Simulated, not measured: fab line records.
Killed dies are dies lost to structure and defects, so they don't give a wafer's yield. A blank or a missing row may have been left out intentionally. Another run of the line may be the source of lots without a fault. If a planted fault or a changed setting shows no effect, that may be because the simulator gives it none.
Chamber matching    flow n5-finfet    N5_BEOL_M4_ILD_DEP_00 on pecvd-01 has 3 sister chambers
The step deposits SiOC from DEMS/O2, target thk 79 nm, time 15.3 s. 20 wafers are shown with their chamber, then 10 later ones without.

## WAFERS PAIRED WITH THEIR CHAMBERS
wafer   chamber  throttle-valve-pct (%)  heater-power-w (W)  showerhead-plenum-p-Torr (Torr)
L075.3  2        11.5                    381                 5.674
L075.5  1        13.2                    390                 5.681
L075.6  2        11.6                    387                 5.674
L076.2  2        11.7                    365                 5.677
L076.4  2        11.8                    368                 5.655
L076.5  1        13.1                    465                 5.699
L078.1  0        13.7                    490                 5.674
L078.3  2        11.6                    410                 5.665
L078.5  0        13.6                    485                 5.667
L082.1  2        11.7                    409                 5.668
L082.3  1        13.0                    387                 5.680
L082.4  1        13.1                    377                 5.690
L085.3  0        13.5                    437                 5.668
L085.4  0        13.5                    418                 5.659
L085.6  2        11.5                    371                 5.670
L088.1  2        11.7                    357                 5.653
L088.3  0        13.6                    474                 5.666
L088.5  0        13.4                    496                 5.673
L090.1  1        13.3                    409                 5.676
L090.2  0        13.3                    438                 5.671

SIGNATURES, as means of the wafers listed above
reading                   chamber 0  chamber 1  chamber 2  scatter within a chamber
throttle-valve-pct        13.514     13.140     11.637     0.119
heater-power-w            462.57     405.60     381.00     28.1
showerhead-plenum-p-Torr  5.66829    5.68520    5.66700    0.00786
Rule: distance of a wafer from a chamber = root of the sum over the readings of ((wafer's reading minus chamber's mean) / reading's scatter) squared. If the next closest chamber is less than 2 further off than the closest, the wafer can't be placed; otherwise it belongs to the closest. The scatter: take each reading less its chamber's mean, square it, sum over the shown wafers, divide by the number of wafers less the number of chambers, and take the root.

## WAFERS MISSING THEIR CHAMBER
wafer   throttle-valve-pct (%)  heater-power-w (W)  showerhead-plenum-p-Torr (Torr)
L090.4  11.6                    340                 5.650
L091.1  11.8                    336                 5.659
L091.2  13.4                    453                 5.677
L091.4  11.9                    336                 5.670
L093.1  12.9                    373                 5.688
L093.3  13.3                    512                 5.669
L093.6  12.9                    379                 5.676
L094.1  12.0                    391                 5.659
L094.3  13.1                    433                 5.687
L094.4  13.1                    452                 5.696

## EACH ONE'S CHAMBER
wafer   from the rows above      in truth
L090.4  2                        2
L091.1  2                        2
L091.2  can't be placed: 0 or 1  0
L091.4  2                        2
L093.1  1                        1
L093.3  can't be placed: 0 or 1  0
L093.6  1                        1
L094.1  2                        2
L094.3  1                        1
L094.4  1                        1
Correctly placed: 8 of 10. Unplaceable from these rows: 2, with the true chamber sitting among the candidates in 2. Wrongly placed: 0.
